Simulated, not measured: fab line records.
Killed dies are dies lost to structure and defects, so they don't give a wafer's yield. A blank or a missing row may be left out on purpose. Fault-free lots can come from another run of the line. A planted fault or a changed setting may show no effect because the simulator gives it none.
Split-lot trial :: flow n5_finfet :: 39 wafers read across 7 lots, on a route 1938 steps long

## SPLIT DETAILS
At N5_BEOL_M5_ILD_DEP_00 (deposits SiCOH lowk from DEMS/porogen, target thk 140.64 nm, time 25.9 s), the setting time_s was moved away from the recipe's 25.9 s on 18 of the 39 wafers read, by -50.3% to +53.0%. This setting was run at the recipe's value on the other wafers.

## THE PATH FROM SPLIT TO READING: the file shows 1 step between them
- N5_BEOL_M5_CURE_79: cures SiCOH lowk, time 240 s

## THE READING
M5_ILD_THK at N5_BEOL_M5_THK_MEAS_01, in nm. Fault-free wafers of this fab line usually give 121.1 nm, standard deviation 1.6 nm.

wafer: L081.1
tool, chamber at the split: pecvd-01, 2
time_s as run, s: 14.2
against the recipe: -45.2%
M5_ILD_THK, nm: 69.4
against lot-mates on the recipe: -53.1

wafer: L081.2
tool, chamber at the split: pecvd-01, 0
time_s as run, s: 25.9
against the recipe: recipe
M5_ILD_THK, nm: 121.3
against lot-mates on the recipe: -

wafer: L081.3
tool, chamber at the split: pecvd-01, 1
time_s as run, s: 14.2
against the recipe: -45.2%
M5_ILD_THK, nm: 68.3
against lot-mates on the recipe: -54.2

wafer: L081.4
tool, chamber at the split: pecvd-01, 1
time_s as run, s: 25.9
against the recipe: recipe
M5_ILD_THK, nm: 123.3
against lot-mates on the recipe: -

wafer: L081.5
tool, chamber at the split: pecvd-01, 0
time_s as run, s: 25.9
against the recipe: recipe
M5_ILD_THK, nm: 122.8
against lot-mates on the recipe: -

wafer: L081.6
tool, chamber at the split: pecvd-01, 2
time_s as run, s: 14.2
against the recipe: -45.2%
M5_ILD_THK, nm: 70.9
against lot-mates on the recipe: -51.6

wafer: L079.1
tool, chamber at the split: pecvd-03, 0
time_s as run, s: 25.9
against the recipe: recipe
M5_ILD_THK, nm: 119.5
against lot-mates on the recipe: -

wafer: L079.3
tool, chamber at the split: pecvd-03, 1
time_s as run, s: 25.9
against the recipe: recipe
M5_ILD_THK, nm: 120.6
against lot-mates on the recipe: -

wafer: L079.6
tool, chamber at the split: pecvd-03, 0
time_s as run, s: 25.9
against the recipe: recipe
M5_ILD_THK, nm: 120.4
against lot-mates on the recipe: -

wafer: L084.1
tool, chamber at the split: pecvd-03, 1
time_s as run, s: 25.9
against the recipe: recipe
M5_ILD_THK, nm: 122.1
against lot-mates on the recipe: -

wafer: L084.2
tool, chamber at the split: pecvd-03, 2
time_s as run, s: 12.86
against the recipe: -50.3%
M5_ILD_THK, nm: 64.2
against lot-mates on the recipe: -58.4

wafer: L084.3
tool, chamber at the split: pecvd-03, 0,1
time_s as run, s: 12.86
against the recipe: -50.3%
M5_ILD_THK, nm: 63.4
against lot-mates on the recipe: -59.2

wafer: L084.4
tool, chamber at the split: pecvd-03, 0,1
time_s as run, s: 12.86
against the recipe: -50.3%
M5_ILD_THK, nm: 63.5
against lot-mates on the recipe: -59.1

wafer: L084.5
tool, chamber at the split: pecvd-03, 0
time_s as run, s: 25.9
against the recipe: recipe
M5_ILD_THK, nm: 122.5
against lot-mates on the recipe: -

wafer: L084.6
tool, chamber at the split: pecvd-03, 2
time_s as run, s: 25.9
against the recipe: recipe
M5_ILD_THK, nm: 123.3
against lot-mates on the recipe: -

wafer: L085.1
tool, chamber at the split: pecvd-01, 1
time_s as run, s: 25.9
against the recipe: recipe
M5_ILD_THK, nm: 118.9
against lot-mates on the recipe: -

wafer: L085.2
tool, chamber at the split: pecvd-01, 0
time_s as run, s: 36.58
against the recipe: +41.2%
M5_ILD_THK, nm: 169.8
against lot-mates on the recipe: +47.9

wafer: L085.3
tool, chamber at the split: pecvd-01, 2
time_s as run, s: 36.58
against the recipe: +41.2%
M5_ILD_THK, nm: 171.5
against lot-mates on the recipe: +49.6

wafer: L085.4
tool, chamber at the split: pecvd-01, 1
time_s as run, s: 25.9
against the recipe: recipe
M5_ILD_THK, nm: 122.4
against lot-mates on the recipe: -

wafer: L085.5
tool, chamber at the split: pecvd-01, 0
time_s as run, s: 25.9
against the recipe: recipe
M5_ILD_THK, nm: 124.5
against lot-mates on the recipe: -

wafer: L085.6
tool, chamber at the split: pecvd-01, 2
time_s as run, s: 36.58
against the recipe: +41.2%
M5_ILD_THK, nm: 173.9
against lot-mates on the recipe: +52.0

wafer: L091.1
tool, chamber at the split: pecvd-01, 0
time_s as run, s: 25.9
against the recipe: recipe
M5_ILD_THK, nm: 120.7
against lot-mates on the recipe: -

wafer: L091.2
tool, chamber at the split: pecvd-01, 1
time_s as run, s: 25.9
against the recipe: recipe
M5_ILD_THK, nm: 118.0
against lot-mates on the recipe: -

wafer: L091.3
tool, chamber at the split: pecvd-01, 0
time_s as run, s: 25.9
against the recipe: recipe
M5_ILD_THK, nm: 123.2
against lot-mates on the recipe: -

wafer: L091.4
tool, chamber at the split: pecvd-01, 1
time_s as run, s: 39.62
against the recipe: +53.0%
M5_ILD_THK, nm: 183.8
against lot-mates on the recipe: +63.2

wafer: L091.5
tool, chamber at the split: pecvd-01, 1
time_s as run, s: 39.62
against the recipe: +53.0%
M5_ILD_THK, nm: 184.2
against lot-mates on the recipe: +63.6

wafer: L091.6
tool, chamber at the split: pecvd-01, 0
time_s as run, s: 39.62
against the recipe: +53.0%
M5_ILD_THK, nm: 185.4
against lot-mates on the recipe: +64.8

wafer: L088.1
tool, chamber at the split: pecvd-03, 2
time_s as run, s: 25.9
against the recipe: recipe
M5_ILD_THK, nm: 116.9
against lot-mates on the recipe: -

wafer: L088.2
tool, chamber at the split: pecvd-03, 1
time_s as run, s: 25.9
against the recipe: recipe
M5_ILD_THK, nm: 118.7
against lot-mates on the recipe: -

wafer: L088.3
tool, chamber at the split: pecvd-03, 2
time_s as run, s: 25.9
against the recipe: recipe
M5_ILD_THK, nm: 117.4
against lot-mates on the recipe: -

wafer: L088.4
tool, chamber at the split: pecvd-03, 1
time_s as run, s: 36.96
against the recipe: +42.7%
M5_ILD_THK, nm: 170.6
against lot-mates on the recipe: +52.9

wafer: L088.5
tool, chamber at the split: pecvd-03, 1
time_s as run, s: 36.96
against the recipe: +42.7%
M5_ILD_THK, nm: 169.4
against lot-mates on the recipe: +51.7

wafer: L088.6
tool, chamber at the split: pecvd-03, 2
time_s as run, s: 36.96
against the recipe: +42.7%
M5_ILD_THK, nm: 169.3
against lot-mates on the recipe: +51.6

wafer: L095.1
tool, chamber at the split: pecvd-02, 0
time_s as run, s: 25.9
against the recipe: recipe
M5_ILD_THK, nm: 121.8
against lot-mates on the recipe: -

wafer: L095.2
tool, chamber at the split: pecvd-02, 2
time_s as run, s: 33.86
against the recipe: +30.7%
M5_ILD_THK, nm: 155.4
against lot-mates on the recipe: +33.5

wafer: L095.3
tool, chamber at the split: pecvd-02, 1
time_s as run, s: 33.86
against the recipe: +30.7%
M5_ILD_THK, nm: 155.3
against lot-mates on the recipe: +33.4

wafer: L095.4
tool, chamber at the split: pecvd-02, 0
time_s as run, s: 33.86
against the recipe: +30.7%
M5_ILD_THK, nm: 157.4
against lot-mates on the recipe: +35.5

wafer: L095.5
tool, chamber at the split: pecvd-02, 1
time_s as run, s: 25.9
against the recipe: recipe
M5_ILD_THK, nm: 123.3
against lot-mates on the recipe: -

wafer: L095.6
tool, chamber at the split: pecvd-02, 2
time_s as run, s: 25.9
against the recipe: recipe
M5_ILD_THK, nm: 120.5
against lot-mates on the recipe: -
The file does not say which wafer passed through which chamber wherever a row lists several chambers: such a row stands for several wafers.

FIT RESULTS
A straight line over all 39 wafers: M5_ILD_THK changes by +1.16 nm for each +1% of time_s; r = +1.00; the points scatter about the line by 2 nm.
The same after taking each lot's own level away (the mean of its wafers on the recipe; 39 wafers): +1.19 nm for each +1%; r = +1.00; scatter 1.5 nm.
The reading moves by 63 nm for the largest change in time_s, on that fit.
Across the lots, their own levels run from 117.67 to 122.63 nm, a range of 3.1 times the standard deviation given above.
The two slopes are in agreement: the lot-to-lot level therefore moves the slope only a little.
Check: with one of the wafers moved furthest among these (+53.0%) left out of the fit, the line predicts +63 nm for it against its lot-mates. It came out at +63.2 nm against them.

## THE OTHER SPLITS THESE WAFERS WENT THROUGH
These wafers also went through other splits before the reading. Each is held against what the fit with the lots' levels taken away leaves over:
other split on the same wafers: N5_BEOL_M4_TRENCH_ETCH_37 target_depth_a
wafers away from the commonest value: 18
r with M5_ILD_THK (lot level and that fit taken away): -0.21

## THE WHOLE CHAIN: every reading that the file lists as answering this split, in the file's order
step: N5_BEOL_M5_ILD_DEP_00
what it does: deposits SiCOH lowk from DEMS/porogen, target thk 140.64 nm, time 25.9 s
reading: SiCOH_lowk_of_BEOL_M5_ILD_DEP_00.thk_nm (the simulator's own value, which no gauge read)
change (the file's fit): +1.37 nm for each +1% of the setting
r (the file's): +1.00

step: N5_BEOL_M5_CURE_79
what it does: cures SiCOH lowk, time 240 s
reading: SiCOH_lowk_of_BEOL_M5_ILD_DEP_00.thk_nm (the simulator's own value, which no gauge read)
change (the file's fit): +1.19 nm for each +1% of the setting
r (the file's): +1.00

step: N5_BEOL_M5_THK_MEAS_01
what it does: 
reading: M5_ILD_THK
change (the file's fit): +1.19 for each +1% of the setting
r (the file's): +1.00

## THE FILE'S OWN FIT
M5_ILD_THK changes by +1.19 nm for each +1% of time_s, r = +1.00.
